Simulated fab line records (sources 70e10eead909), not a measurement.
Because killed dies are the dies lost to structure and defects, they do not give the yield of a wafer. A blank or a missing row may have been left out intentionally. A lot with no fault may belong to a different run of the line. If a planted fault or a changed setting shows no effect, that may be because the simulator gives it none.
fab line records / flow nandHarc
[record] lots = 6 wafers = 18 lastDay = 24
route steps=1159 shown A_CHANNEL_HOLE_D1@483 A_CHANNEL_FILL_D1@490 END@1159
lots that met no fault: taken from a fault-free run of the same line
startH: start of the lot's first displayed wafer, in hours after the record's first day / waitH: time in hours since the lot's previous step / " repeats the value in the row above / L1.1+2: several wafers, shown together as one row / - no value present, or no start provided / * or withheld: withheld / < > ~ a bound
route shown NAME@n: names a module that has steps shown in the file, with the first one's number in the route / usual: mean/standard deviation of fault-free wafers / same: alike in all rows / chamber/n: place in a boat / sites: each site's reading / _std_site: the standard deviation of these / _edge_site: mean of outer sites minus mean of inner sites / radiusMm: how far each site lies from the wafer's centre / mask NAME#n: copy n / behind: tool/chamber where the wafer was last shaped / hold: the reason the lot was held/the length of the hold in hours/how it ended / device: transistor that didn't switch, given as n, p or np / end of line: the route-end tests of the same wafers / step lacking rows: just its recipe / killed: count of dies lost to structure and defects at first sort (not the wafer's yield) / map: dies across one wafer; x = killed, . = not, _ = none there
set.NAME: the run value of the setting; set.NAME@STEP: its run value at that earlier step / model.NAME: the simulator's own value behind a step, which no gauge read
lots seen at some steps along the route; tables by step, rows by wafer
services: when a tool's chamber went out of use (startH, in hours from the record's first day, below 0 if earlier), for how many hours, and the reason
[[steps]]
[step NHARC_A_CHANNEL_HOLE_D1_ETCH_44]
[recipe] targetDepthA = 1400 overetchA = 140 timeS = 77 ionEnergyEv = 100 cf4FlowSccm = 80 o2FlowSccm = 20 arFlowSccm = 0 rfW = 300 biasW = 100 chemistry = CF4/O2
[step NHARC_A_CHANNEL_HOLE_D1_STRIP_27]
[recipe] o2FlowSccm = 500 arFlowSccm = 0 biasW = 0 chemistry = O2
[usual] drypumpMotorCurrentA = 5.9/0.56 mfcArSccm = 0.011/0.013 oesProductAu = 1.002/0.0086 rfVppV = 57.8/0.86 showerheadPlenumPTorr = 3.48/0.13 throttleValvePct = 17.036/0.009
lot.wafer=L447.1 tool=rieDiel-05 chamber=2 startH=- waitH=- drypumpMotorCurrentA=5.7 mfcArSccm=0 oesProductAu=0.996 rfHoursCounterH=3 rfVppV=56.6 showerheadPlenumPTorr=3.31 throttleValvePct=17.031
lot.wafer=L447.6 tool=rieDiel-05 chamber=0 startH=- waitH=- drypumpMotorCurrentA=5.4 mfcArSccm=0.026 oesProductAu=0.995 rfHoursCounterH=- rfVppV=59.5 showerheadPlenumPTorr=3.71 throttleValvePct=17.023
lot.wafer=L447.5 tool=rieDiel-05 chamber=1 startH=- waitH=- drypumpMotorCurrentA=6.2 mfcArSccm=0.014 oesProductAu=0.996 rfHoursCounterH=- rfVppV=58.5 showerheadPlenumPTorr=3.57 throttleValvePct=17.028
lot.wafer=L454.3 tool=rieDiel-05 chamber=0 startH=- waitH=- drypumpMotorCurrentA=5.3 mfcArSccm=0.026 oesProductAu=1.001 rfHoursCounterH=4 rfVppV=58.2 showerheadPlenumPTorr=3.71 throttleValvePct=17.043
lot.wafer=L454.4 tool=rieDiel-05 chamber=1 startH=- waitH=- drypumpMotorCurrentA=6.2 mfcArSccm=0.014 oesProductAu=1.006 rfHoursCounterH=4 rfVppV=58.0 showerheadPlenumPTorr=3.57 throttleValvePct=17.038
lot.wafer=L454.6 tool=rieDiel-05 chamber=2 startH=- waitH=- drypumpMotorCurrentA=5.6 mfcArSccm=0 oesProductAu=0.985 rfHoursCounterH=- rfVppV=57.4 showerheadPlenumPTorr=3.31 throttleValvePct=17.045
lot.wafer=L456.1 tool=rieDiel-04 chamber=3 startH=- waitH=- drypumpMotorCurrentA=6.0 mfcArSccm=0 oesProductAu=1.005 rfHoursCounterH=11 rfVppV=56.8 showerheadPlenumPTorr=3.54 throttleValvePct=17.032
lot.wafer=L456.6 tool=rieDiel-04 chamber=2 startH=- waitH=- drypumpMotorCurrentA=4.8 mfcArSccm=0 oesProductAu=1.008 rfHoursCounterH=- rfVppV=57.5 showerheadPlenumPTorr=3.43 throttleValvePct=17.028
lot.wafer=L456.5 tool=rieDiel-04 chamber=3 startH=- waitH=- drypumpMotorCurrentA=6.0 mfcArSccm=0 oesProductAu=1.007 rfHoursCounterH=- rfVppV=58.3 showerheadPlenumPTorr=3.54 throttleValvePct=17.035
lot.wafer=L457.4 tool=rieDiel-04 chamber=2 startH=- waitH=- drypumpMotorCurrentA=4.8 mfcArSccm=0 oesProductAu=1.007 rfHoursCounterH=11 rfVppV=57.3 showerheadPlenumPTorr=3.43 throttleValvePct=17.055
lot.wafer=L457.6 tool=rieDiel-04 chamber=1 startH=- waitH=- drypumpMotorCurrentA=5.4 mfcArSccm=0.022 oesProductAu=0.994 rfHoursCounterH=- rfVppV=58.1 showerheadPlenumPTorr=3.58 throttleValvePct=17.050
lot.wafer=L457.5 tool=rieDiel-04 chamber=2 startH=- waitH=- drypumpMotorCurrentA=4.8 mfcArSccm=0 oesProductAu=1.002 rfHoursCounterH=- rfVppV=56.8 showerheadPlenumPTorr=3.43 throttleValvePct=17.045
lot.wafer=L464.2 tool=rieDiel-05 chamber=3 startH=- waitH=- drypumpMotorCurrentA=6.5 mfcArSccm=0 oesProductAu=0.988 rfHoursCounterH=10 rfVppV=56.2 showerheadPlenumPTorr=3.53 throttleValvePct=17.032
lot.wafer=L464.3 tool=rieDiel-05 chamber=0 startH=- waitH=- drypumpMotorCurrentA=5.4 mfcArSccm=0.026 oesProductAu=1.011 rfHoursCounterH=6 rfVppV=58.8 showerheadPlenumPTorr=3.70 throttleValvePct=17.025
lot.wafer=L464.5 tool=rieDiel-05 chamber=1 startH=- waitH=- drypumpMotorCurrentA=6.2 mfcArSccm=0.014 oesProductAu=1.006 rfHoursCounterH=- rfVppV=58.4 showerheadPlenumPTorr=3.57 throttleValvePct=17.031
lot.wafer=L465.2 tool=rieDiel-13 chamber=0 startH=- waitH=- drypumpMotorCurrentA=6.7 mfcArSccm=0.018 oesProductAu=1.002 rfHoursCounterH=2 rfVppV=58.4 showerheadPlenumPTorr=3.32 throttleValvePct=17.027
lot.wafer=L465.3 tool=rieDiel-13 chamber=2 startH=- waitH=- drypumpMotorCurrentA=5.9 mfcArSccm=0 oesProductAu=1.004 rfHoursCounterH=2 rfVppV=57.9 showerheadPlenumPTorr=3.31 throttleValvePct=17.041
lot.wafer=L465.5 tool=rieDiel-13 chamber=0 startH=- waitH=- drypumpMotorCurrentA=6.7 mfcArSccm=0.018 oesProductAu=1.008 rfHoursCounterH=- rfVppV=58.1 showerheadPlenumPTorr=3.32 throttleValvePct=17.028
[step NHARC_A_CHANNEL_HOLE_D1_PRECLEAN_28]
[recipe] timeS = * tempC = 50 bathAgeMin = 0 chemistry = SC1
[step NHARC_A_CHANNEL_HOLE_D1_SRD_29]
[step NHARC_A_CHANNEL_HOLE_D1_CD_MEAS_30]
[usual] cdNm = 90.3/1.5
lot.wafer=L447.1 tool=cdSem-02 chamber=- startH=204.49 waitH=- cdNm=93.1
lot.wafer=L447.5 tool=cdSem-02 chamber=- startH=204.49 waitH=- cdNm=89.9
lot.wafer=L447.6 tool=cdSem-02 chamber=- startH=204.49 waitH=- cdNm=92.2
lot.wafer=L454.3 tool=cdSem-01 chamber=- startH=255.06 waitH=- cdNm=89.4
lot.wafer=L454.4 tool=cdSem-01 chamber=- startH=255.06 waitH=- cdNm=89.6
lot.wafer=L454.6 tool=cdSem-01 chamber=- startH=255.06 waitH=- cdNm=88.4
lot.wafer=L456.1 tool=cdSem-01 chamber=- startH=255.74 waitH=- cdNm=89.5
lot.wafer=L456.5 tool=cdSem-01 chamber=- startH=255.74 waitH=- cdNm=89.7
lot.wafer=L456.6 tool=cdSem-01 chamber=- startH=255.74 waitH=- cdNm=87.4
lot.wafer=L457.4 tool=cdSem-02 chamber=- startH=263.32 waitH=- cdNm=88.6
lot.wafer=L457.5 tool=cdSem-02 chamber=- startH=263.32 waitH=- cdNm=91.1
lot.wafer=L457.6 tool=cdSem-02 chamber=- startH=263.32 waitH=- cdNm=89.3
lot.wafer=L464.2 tool=cdSem-02 chamber=- startH=301.51 waitH=- cdNm=91.6
lot.wafer=L464.3 tool=cdSem-02 chamber=- startH=301.51 waitH=- cdNm=91.5
lot.wafer=L464.5 tool=cdSem-02 chamber=- startH=301.51 waitH=- cdNm=90.8
lot.wafer=L465.2 tool=cdSem-01 chamber=- startH=301.79 waitH=- cdNm=88.2
lot.wafer=L465.3 tool=cdSem-01 chamber=- startH=301.79 waitH=- cdNm=89.5
lot.wafer=L465.5 tool=cdSem-01 chamber=- startH=301.79 waitH=- cdNm=88.0
[step NHARC_A_CHANNEL_HOLE_D1_XSEM_31]
[recipe] landingEnergyEv = 35000
[step NHARC_A_CHANNEL_HOLE_D1_INSPECT_40]
[usual] rawDefectCount = 60/16
lot.wafer=L447.1 tool=defectInspect-01 chamber=- startH=204.67 waitH=- rawDefectCount=60
lot.wafer=L447.5 tool=defectInspect-01 chamber=- startH=204.67 waitH=- rawDefectCount=53
lot.wafer=L447.6 tool=defectInspect-01 chamber=- startH=204.67 waitH=- rawDefectCount=75
lot.wafer=L454.3 tool=defectInspect-01 chamber=- startH=255.25 waitH=- rawDefectCount=36
lot.wafer=L454.4 tool=defectInspect-01 chamber=- startH=255.25 waitH=- rawDefectCount=51
lot.wafer=L454.6 tool=defectInspect-01 chamber=- startH=255.25 waitH=- rawDefectCount=58
lot.wafer=L456.1 tool=defectInspect-02 chamber=- startH=255.92 waitH=- rawDefectCount=79
lot.wafer=L456.5 tool=defectInspect-02 chamber=- startH=255.92 waitH=- rawDefectCount=82
lot.wafer=L456.6 tool=defectInspect-02 chamber=- startH=255.92 waitH=- rawDefectCount=68
lot.wafer=L457.4 tool=defectInspect-02 chamber=- startH=263.50 waitH=- rawDefectCount=70
lot.wafer=L457.5 tool=defectInspect-02 chamber=- startH=263.50 waitH=- rawDefectCount=62
lot.wafer=L457.6 tool=defectInspect-02 chamber=- startH=263.50 waitH=- rawDefectCount=44
lot.wafer=L464.2 tool=defectInspect-02 chamber=- startH=301.70 waitH=- rawDefectCount=43
lot.wafer=L464.3 tool=defectInspect-02 chamber=- startH=301.70 waitH=- rawDefectCount=69
lot.wafer=L464.5 tool=defectInspect-02 chamber=- startH=301.70 waitH=- rawDefectCount=58
lot.wafer=L465.2 tool=defectInspect-02 chamber=- startH=301.97 waitH=- rawDefectCount=79
lot.wafer=L465.3 tool=defectInspect-02 chamber=- startH=301.97 waitH=- rawDefectCount=109
lot.wafer=L465.5 tool=defectInspect-02 chamber=- startH=301.97 waitH=- rawDefectCount=74
[step NHARC_A_CHANNEL_FILL_D1_PRECLEAN_00]
[recipe] timeS = * tempC = 50 bathAgeMin = 0 chemistry = SC1
[step NHARC_A_CHANNEL_FILL_D1_SRD_01]
[step NHARC_A_CHANNEL_FILL_D1_ALD_02]
[recipe] targetThkA = 60 pulseTimeS = 10 aldCycles = 60 tempC = 300 material = SiO2
[usual] aldCycles = 60/0 heaterPowerW = 484/30 precursorPulseHeightRel = 1.001/0.021
lot.wafer=L447.1 tool=aldHk-04 chamber=2 startH=205.09 waitH=- aldCycles=60 heaterPowerW=466 precursorPulseHeightRel=1.001
lot.wafer=L447.6 tool=aldHk-04 chamber=3 startH=205.09 waitH=- aldCycles=60 heaterPowerW=451 precursorPulseHeightRel=1.019
lot.wafer=L447.5 tool=aldHk-04 chamber=0 startH=205.09 waitH=- aldCycles=60 heaterPowerW=473 precursorPulseHeightRel=0.985
lot.wafer=L454.4 tool=aldHk-02 chamber=0 startH=255.51 waitH=- aldCycles=60 heaterPowerW=481 precursorPulseHeightRel=0.995
lot.wafer=L454.3 tool=aldHk-02 chamber=2 startH=255.51 waitH=- aldCycles=60 heaterPowerW=496 precursorPulseHeightRel=1.000
lot.wafer=L454.6 tool=aldHk-02 chamber=3 startH=255.51 waitH=- aldCycles=60 heaterPowerW=436 precursorPulseHeightRel=1.009
lot.wafer=L456.1 tool=aldHk-02 chamber=3 startH=256.33 waitH=- aldCycles=60 heaterPowerW=456 precursorPulseHeightRel=0.993
lot.wafer=L456.5 tool=aldHk-02 chamber=0 startH=256.33 waitH=- aldCycles=60 heaterPowerW=487 precursorPulseHeightRel=0.996
lot.wafer=L456.6 tool=aldHk-02 chamber=1 startH=256.33 waitH=- aldCycles=60 heaterPowerW=545 precursorPulseHeightRel=1.014
lot.wafer=L457.4 tool=aldHk-04 chamber=2 startH=263.84 waitH=- aldCycles=60 heaterPowerW=474 precursorPulseHeightRel=0.988
lot.wafer=L457.6 tool=aldHk-04 chamber=0 startH=263.84 waitH=- aldCycles=60 heaterPowerW=492 precursorPulseHeightRel=0.981
lot.wafer=L457.5 tool=aldHk-04 chamber=1 startH=263.84 waitH=- aldCycles=60 heaterPowerW=456 precursorPulseHeightRel=1.025
lot.wafer=L464.3 tool=aldHk-04 chamber=0 startH=301.90 waitH=- aldCycles=60 heaterPowerW=486 precursorPulseHeightRel=0.971
lot.wafer=L464.2 tool=aldHk-04 chamber=3 startH=301.90 waitH=- aldCycles=60 heaterPowerW=451 precursorPulseHeightRel=1.010
lot.wafer=L464.5 tool=aldHk-04 chamber=1 startH=301.90 waitH=- aldCycles=60 heaterPowerW=453 precursorPulseHeightRel=1.019
lot.wafer=L465.3 tool=aldHk-01 chamber=2 startH=302.25 waitH=- aldCycles=60 heaterPowerW=506 precursorPulseHeightRel=1.006
lot.wafer=L465.2 tool=aldHk-01 chamber=3 startH=302.25 waitH=- aldCycles=60 heaterPowerW=460 precursorPulseHeightRel=1.016
lot.wafer=L465.5 tool=aldHk-01 chamber=1 startH=302.25 waitH=- aldCycles=60 heaterPowerW=504 precursorPulseHeightRel=0.991
[step NHARC_A_CHANNEL_FILL_D1_ALD_03]
[recipe] targetThkA = 60 pulseTimeS = 60 aldCycles = 58 tempC = 630 pressureTorr = 2 material = SiNx
[usual] aldCycles = 58/0 precursorPulseHeightRel = 0.998/0.02
lot.wafer=L447.1 tool=aldSinBatch-02 chamber=0 startH=- waitH=- aldCycles=58 precursorPulseHeightRel=1.001
lot.wafer=L447.5 tool=aldSinBatch-02 chamber=0 startH=- waitH=- aldCycles=58 precursorPulseHeightRel=1.002
lot.wafer=L447.6 tool=aldSinBatch-02 chamber=0 startH=- waitH=- aldCycles=58 precursorPulseHeightRel=0.991
lot.wafer=L454.3 tool=aldSinBatch-02 chamber=0 startH=- waitH=- aldCycles=58 precursorPulseHeightRel=1.023
lot.wafer=L454.4 tool=aldSinBatch-02 chamber=0 startH=- waitH=- aldCycles=58 precursorPulseHeightRel=1.014
lot.wafer=L454.6 tool=aldSinBatch-02 chamber=0 startH=- waitH=- aldCycles=58 precursorPulseHeightRel=0.961
lot.wafer=L456.1 tool=aldSinBatch-02 chamber=0 startH=- waitH=- aldCycles=58 precursorPulseHeightRel=1.031
lot.wafer=L456.5 tool=aldSinBatch-02 chamber=0 startH=- waitH=- aldCycles=58 precursorPulseHeightRel=0.993
lot.wafer=L456.6 tool=aldSinBatch-02 chamber=0 startH=- waitH=- aldCycles=58 precursorPulseHeightRel=0.964
lot.wafer=L457.4 tool=aldSinBatch-03 chamber=0 startH=- waitH=- aldCycles=58 precursorPulseHeightRel=1.029
lot.wafer=L457.5 tool=aldSinBatch-03 chamber=0 startH=- waitH=- aldCycles=58 precursorPulseHeightRel=1.016
lot.wafer=L457.6 tool=aldSinBatch-03 chamber=0 startH=- waitH=- aldCycles=58 precursorPulseHeightRel=0.975
lot.wafer=L464.2 tool=aldSinBatch-01 chamber=0 startH=- waitH=- aldCycles=58 precursorPulseHeightRel=1.044
lot.wafer=L464.3 tool=aldSinBatch-01 chamber=0 startH=- waitH=- aldCycles=58 precursorPulseHeightRel=0.996
lot.wafer=L464.5 tool=aldSinBatch-01 chamber=0 startH=- waitH=- aldCycles=58 precursorPulseHeightRel=0.998
lot.wafer=L465.2 tool=aldSinBatch-01 chamber=0 startH=- waitH=- aldCycles=58 precursorPulseHeightRel=0.986
lot.wafer=L465.3 tool=aldSinBatch-01 chamber=0 startH=- waitH=- aldCycles=58 precursorPulseHeightRel=1.011
lot.wafer=L465.5 tool=aldSinBatch-01 chamber=0 startH=- waitH=- aldCycles=58 precursorPulseHeightRel=0.985
[step NHARC_A_CHANNEL_FILL_D1_ALD_14]
[recipe] targetThkA = 25 pulseTimeS = 10 aldCycles = 25 tempC = 300 material = SiO2
[usual] aldCycles = 25/0 heaterPowerW = 486/30 precursorPulseHeightRel = 0.999/0.019
lot.wafer=L447.1 tool=aldHk-01 chamber=3 startH=212.27 waitH=0.4 aldCycles=25 heaterPowerW=489 precursorPulseHeightRel=1.026
lot.wafer=L447.5 tool=aldHk-01 chamber=2 startH=212.27 waitH=0.4 aldCycles=25 heaterPowerW=514 precursorPulseHeightRel=0.995
lot.wafer=L447.6 tool=aldHk-01 chamber=3 startH=212.27 waitH=0.4 aldCycles=25 heaterPowerW=491 precursorPulseHeightRel=1.014
lot.wafer=L454.3 tool=aldHk-01 chamber=3 startH=262.41 waitH=0.0 aldCycles=25 heaterPowerW=449 precursorPulseHeightRel=0.958
lot.wafer=L454.4 tool=aldHk-01 chamber=0 startH=262.41 waitH=0.0 aldCycles=25 heaterPowerW=503 precursorPulseHeightRel=0.994
lot.wafer=L454.6 tool=aldHk-01 chamber=0 startH=262.41 waitH=0.0 aldCycles=25 heaterPowerW=505 precursorPulseHeightRel=0.997
lot.wafer=L456.1 tool=aldHk-02 chamber=2 startH=262.50 waitH=0.1 aldCycles=25 heaterPowerW=491 precursorPulseHeightRel=1.006
lot.wafer=L456.6 tool=aldHk-02 chamber=0 startH=262.50 waitH=0.1 aldCycles=25 heaterPowerW=473 precursorPulseHeightRel=0.993
lot.wafer=L456.5 tool=aldHk-02 chamber=1 startH=262.50 waitH=0.1 aldCycles=25 heaterPowerW=554 precursorPulseHeightRel=0.985
lot.wafer=L457.4 tool=aldHk-01 chamber=2 startH=271.12 waitH=0.4 aldCycles=25 heaterPowerW=500 precursorPulseHeightRel=0.971
lot.wafer=L457.5 tool=aldHk-01 chamber=3 startH=271.12 waitH=0.4 aldCycles=25 heaterPowerW=468 precursorPulseHeightRel=0.963
lot.wafer=L457.6 tool=aldHk-01 chamber=0 startH=271.12 waitH=0.4 aldCycles=25 heaterPowerW=532 precursorPulseHeightRel=1.031
lot.wafer=L465.2 tool=aldHk-02 chamber=2 startH=312.40 waitH=3.6 aldCycles=25 heaterPowerW=502 precursorPulseHeightRel=1.005
lot.wafer=L465.3 tool=aldHk-02 chamber=1 startH=312.40 waitH=3.6 aldCycles=25 heaterPowerW=528 precursorPulseHeightRel=0.994
lot.wafer=L465.5 tool=aldHk-02 chamber=2 startH=312.40 waitH=3.6 aldCycles=25 heaterPowerW=511 precursorPulseHeightRel=1.013
lot.wafer=L464.2 tool=aldHk-01 chamber=2 startH=312.45 waitH=3.6 aldCycles=25 heaterPowerW=500 precursorPulseHeightRel=0.986
lot.wafer=L464.3 tool=aldHk-01 chamber=3 startH=312.45 waitH=3.6 aldCycles=25 heaterPowerW=459 precursorPulseHeightRel=0.992
lot.wafer=L464.5 tool=aldHk-01 chamber=2 startH=312.45 waitH=3.6 aldCycles=25 heaterPowerW=501 precursorPulseHeightRel=0.988
[step NHARC_A_CHANNEL_FILL_D1_ALD_15]
[recipe] targetThkA = 20 pulseTimeS = 60 aldCycles = 19 tempC = 630 pressureTorr = 2 material = SiNx
[usual] aldCycles = 19/0 precursorPulseHeightRel = 0.996/0.02
lot.wafer=L447.1 tool=aldSinBatch-01 chamber=0 startH=215.21 waitH=- aldCycles=19 precursorPulseHeightRel=1.000
lot.wafer=L447.5 tool=aldSinBatch-01 chamber=0 startH=215.21 waitH=- aldCycles=19 precursorPulseHeightRel=1.001
lot.wafer=L447.6 tool=aldSinBatch-01 chamber=0 startH=215.21 waitH=- aldCycles=19 precursorPulseHeightRel=0.980
lot.wafer=L454.3 tool=aldSinBatch-02 chamber=0 startH=265.53 waitH=- aldCycles=19 precursorPulseHeightRel=1.016
lot.wafer=L454.4 tool=aldSinBatch-02 chamber=0 startH=265.53 waitH=- aldCycles=19 precursorPulseHeightRel=0.988
lot.wafer=L454.6 tool=aldSinBatch-02 chamber=0 startH=265.53 waitH=- aldCycles=19 precursorPulseHeightRel=1.008
lot.wafer=L456.1 tool=aldSinBatch-02 chamber=0 startH=265.53 waitH=- aldCycles=19 precursorPulseHeightRel=0.980
lot.wafer=L456.5 tool=aldSinBatch-02 chamber=0 startH=265.53 waitH=- aldCycles=19 precursorPulseHeightRel=1.032
lot.wafer=L456.6 tool=aldSinBatch-02 chamber=0 startH=265.53 waitH=- aldCycles=19 precursorPulseHeightRel=0.997
lot.wafer=L457.4 tool=aldSinBatch-03 chamber=0 startH=274.15 waitH=- aldCycles=19 precursorPulseHeightRel=1.003
lot.wafer=L457.5 tool=aldSinBatch-03 chamber=0 startH=274.15 waitH=- aldCycles=19 precursorPulseHeightRel=0.998
lot.wafer=L457.6 tool=aldSinBatch-03 chamber=0 startH=274.15 waitH=- aldCycles=19 precursorPulseHeightRel=0.995
lot.wafer=L464.2 tool=aldSinBatch-02 chamber=0 startH=315.52 waitH=- aldCycles=24 precursorPulseHeightRel=1.032
lot.wafer=L464.3 tool=aldSinBatch-02 chamber=0 startH=315.52 waitH=- aldCycles=24 precursorPulseHeightRel=1.005
lot.wafer=L464.5 tool=aldSinBatch-02 chamber=0 startH=315.52 waitH=- aldCycles=24 precursorPulseHeightRel=0.983
lot.wafer=L465.2 tool=aldSinBatch-02 chamber=0 startH=315.52 waitH=- aldCycles=24 precursorPulseHeightRel=0.979
lot.wafer=L465.3 tool=aldSinBatch-02 chamber=0 startH=315.52 waitH=- aldCycles=24 precursorPulseHeightRel=1.013
lot.wafer=L465.5 tool=aldSinBatch-02 chamber=0 startH=315.52 waitH=- aldCycles=24 precursorPulseHeightRel=1.007
[step NHARC_A_CHANNEL_FILL_D1_ALD_16]
[recipe] targetThkA = 15 pulseTimeS = 10 aldCycles = 15 tempC = 300 material = SiO2
[usual] aldCycles = 15/0 heaterPowerW = 489/30 precursorPulseHeightRel = 0.998/0.02
lot.wafer=L447.1 tool=aldHk-01 chamber=2 startH=217.28 waitH=0.1 aldCycles=15 heaterPowerW=529 precursorPulseHeightRel=1.031
lot.wafer=L447.5 tool=aldHk-01 chamber=1 startH=217.28 waitH=0.1 aldCycles=15 heaterPowerW=514 precursorPulseHeightRel=0.965
lot.wafer=L447.6 tool=aldHk-01 chamber=2 startH=217.28 waitH=0.1 aldCycles=15 heaterPowerW=520 precursorPulseHeightRel=0.997
lot.wafer=L456.1 tool=aldHk-04 chamber=1 startH=268.26 waitH=0.7 aldCycles=15 heaterPowerW=440 precursorPulseHeightRel=0.984
lot.wafer=L456.6 tool=aldHk-04 chamber=3 startH=268.26 waitH=0.7 aldCycles=15 heaterPowerW=473 precursorPulseHeightRel=0.971
lot.wafer=L456.5 tool=aldHk-04 chamber=0 startH=268.26 waitH=0.7 aldCycles=15 heaterPowerW=485 precursorPulseHeightRel=1.036
lot.wafer=L454.4 tool=aldHk-04 chamber=1 startH=268.36 waitH=0.8 aldCycles=15 heaterPowerW=437 precursorPulseHeightRel=1.023
lot.wafer=L454.3 tool=aldHk-04 chamber=0 startH=268.36 waitH=0.8 aldCycles=15 heaterPowerW=480 precursorPulseHeightRel=0.992
lot.wafer=L454.6 tool=aldHk-04 chamber=2 startH=268.36 waitH=0.8 aldCycles=15 heaterPowerW=487 precursorPulseHeightRel=0.950
lot.wafer=L457.4 tool=aldHk-02 chamber=1 startH=276.26 waitH=0.1 aldCycles=15 heaterPowerW=554 precursorPulseHeightRel=0.970
lot.wafer=L457.5 tool=aldHk-02 chamber=2 startH=276.26 waitH=0.1 aldCycles=15 heaterPowerW=498 precursorPulseHeightRel=1.007
lot.wafer=L457.6 tool=aldHk-02 chamber=3 startH=276.26 waitH=0.1 aldCycles=15 heaterPowerW=459 precursorPulseHeightRel=0.992
lot.wafer=L465.3 tool=aldHk-01 chamber=1 startH=317.61 waitH=0.1 aldCycles=15 heaterPowerW=496 precursorPulseHeightRel=1.001
lot.wafer=L465.2 tool=aldHk-01 chamber=2 startH=317.61 waitH=0.1 aldCycles=15 heaterPowerW=490 precursorPulseHeightRel=0.978
lot.wafer=L465.5 tool=aldHk-01 chamber=0 startH=317.61 waitH=0.1 aldCycles=15 heaterPowerW=524 precursorPulseHeightRel=1.020
lot.wafer=L464.2 tool=aldHk-04 chamber=1 startH=317.64 waitH=0.1 aldCycles=15 heaterPowerW=447 precursorPulseHeightRel=1.001
lot.wafer=L464.3 tool=aldHk-04 chamber=2 startH=317.64 waitH=0.1 aldCycles=15 heaterPowerW=468 precursorPulseHeightRel=0.988
lot.wafer=L464.5 tool=aldHk-04 chamber=0 startH=317.64 waitH=0.1 aldCycles=15 heaterPowerW=471 precursorPulseHeightRel=1.004
[step NHARC_END_SORT_01]
[recipe] tempC = 25
[usual] killedAtArray = 28/11 killedAtOther = 0.6/0.85 killedAtPeriphery = 2.8/2.3 killedDies = 31/11 killedOpen = 3.1/1.6 killedShort = 2.0/1.4
[same] grossDies = 677
lot.wafer=L447.1 tool=prober-01 chamber=0 startH=459.33 waitH=2.5 killedAtArray=33 killedAtOther=0 killedAtPeriphery=4 killedDies=37 killedOpen=4 killedShort=2
lot.wafer=L447.5 tool=prober-01 chamber=0 startH=462.47 waitH=3.6 killedAtArray=32 killedAtOther=0 killedAtPeriphery=1 killedDies=33 killedOpen=2 killedShort=0
lot.wafer=L447.6 tool=prober-01 chamber=0 startH=463.26 waitH=3.9 killedAtArray=34 killedAtOther=0 killedAtPeriphery=3 killedDies=37 killedOpen=4 killedShort=2
// killed by level:class
L447.1 A_CHANNEL_HOLE_D1:chamberFilmFlake=13 A_SLIT:chamberFilmFlake=7 A_CONTACT:chamberFilmFlake=5 A_STAIRCASE:chamberFilmFlake=3 P_CONTACT:geometricParticle:open=1 P_M0:geometricParticle:open=1 A_CHANNEL_HOLE_D1:geometricParticle:open=1 A_SGD_CUT:geometricParticle:short=1
L447.5 A_CHANNEL_HOLE_D1:chamberFilmFlake=12 A_SLIT:chamberFilmFlake=11 A_WL_FILL:chamberFilmFlake=5 A_STAIRCASE:chamberFilmFlake=2 A_M0:geometricParticle:open=1 A_M1:geometricParticle:open=1 P_GATE:chamberFilmFlake=1
L447.6 A_CHANNEL_HOLE_D1:chamberFilmFlake=14 A_SLIT:chamberFilmFlake=8 A_WL_FILL:chamberFilmFlake=5 A_M0:geometricParticle:open=2 P_GATE:chamberFilmFlake=2 A_STAIRCASE:chamberFilmFlake=2 P_CONTACT:geometricParticle:open=1 A_CHANNEL_HOLE_D1:geometricParticle:open=1
[[services]]
tool=aldHk-04 chamber=- startH=189.82 hours=10.0 kind=pm
tool=aldHk-04 chamber=0 startH=189.82 hours=10.0 kind=ventCycle
tool=aldHk-04 chamber=1 startH=189.82 hours=10.0 kind=ventCycle
tool=aldHk-04 chamber=2 startH=189.82 hours=10.0 kind=ventCycle
tool=rieDiel-05 chamber=0 startH=197.00 hours=6.1 kind=repair
tool=rieDiel-05 chamber=2 startH=223.81 hours=7.4 kind=repair
tool=aldHk-01 chamber=- startH=230.56 hours=10.0 kind=pm
tool=aldHk-01 chamber=0 startH=230.56 hours=10.0 kind=ventCycle
tool=aldHk-01 chamber=1 startH=230.56 hours=10.0 kind=ventCycle
tool=aldHk-01 chamber=2 startH=230.56 hours=10.0 kind=ventCycle
tool=aldHk-01 chamber=3 startH=230.56 hours=10.0 kind=ventCycle
tool=rieDiel-04 chamber=0 startH=233.78 hours=8.4 kind=repair
tool=aldHk-01 chamber=0 startH=240.56 hours=- kind=clean
tool=aldHk-01 chamber=1 startH=240.56 hours=- kind=clean
tool=aldHk-01 chamber=2 startH=240.56 hours=- kind=clean
tool=aldHk-01 chamber=3 startH=240.56 hours=- kind=clean
tool=rieDiel-05 chamber=0 startH=268.93 hours=6.3 kind=repair
tool=rieDiel-05 chamber=0 startH=275.55 hours=5.4 kind=repair
tool=rieDiel-13 chamber=- startH=276.00 hours=9.0 kind=pm
tool=aldHk-02 chamber=- startH=280.02 hours=10.0 kind=pm
tool=rieDiel-04 chamber=- startH=288.90 hours=9.0 kind=pm
tool=rieDiel-05 chamber=2 startH=299.58 hours=3.2 kind=repair
tool=rieDiel-04 chamber=0 startH=309.33 hours=5.9 kind=repair
tool=aldSinBatch-03 chamber=- startH=314.00 hours=26.0 kind=pm
[[key]]
[firstSign] step = NHARC_A_CHANNEL_FILL_D1_ALD_15 reading = aldCycles direction = up sigmas = 99+ usual = 19 struck = 24
effect none on later readings
metAt NHARC_A_CHANNEL_FILL_D1_ALD_15
struckWafers L464.2,L464.3,L464.5,L465.2,L465.3,L465.5
testerLeftOut L464,L465
onsetBetween 265.53 315.52
[fault] kind = processParameterDrift tool = aldSinBatch-02 chamber = - onsetH = 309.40 steps = NHARC_A_CHANNEL_FILL_D1_ALD_15 channel = aldCycles offset = 5 shape = step endH = 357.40 actsIn = theseRecipesOnly stated = 19
// testerLeftOut: of these lots the tester's yield and bins aren't shown, on N5 and GAA mostly nor the transistor test; their killed dies are dies lost to structure and defects alone, not to doping, threshold or leakage, so they don't give the yield
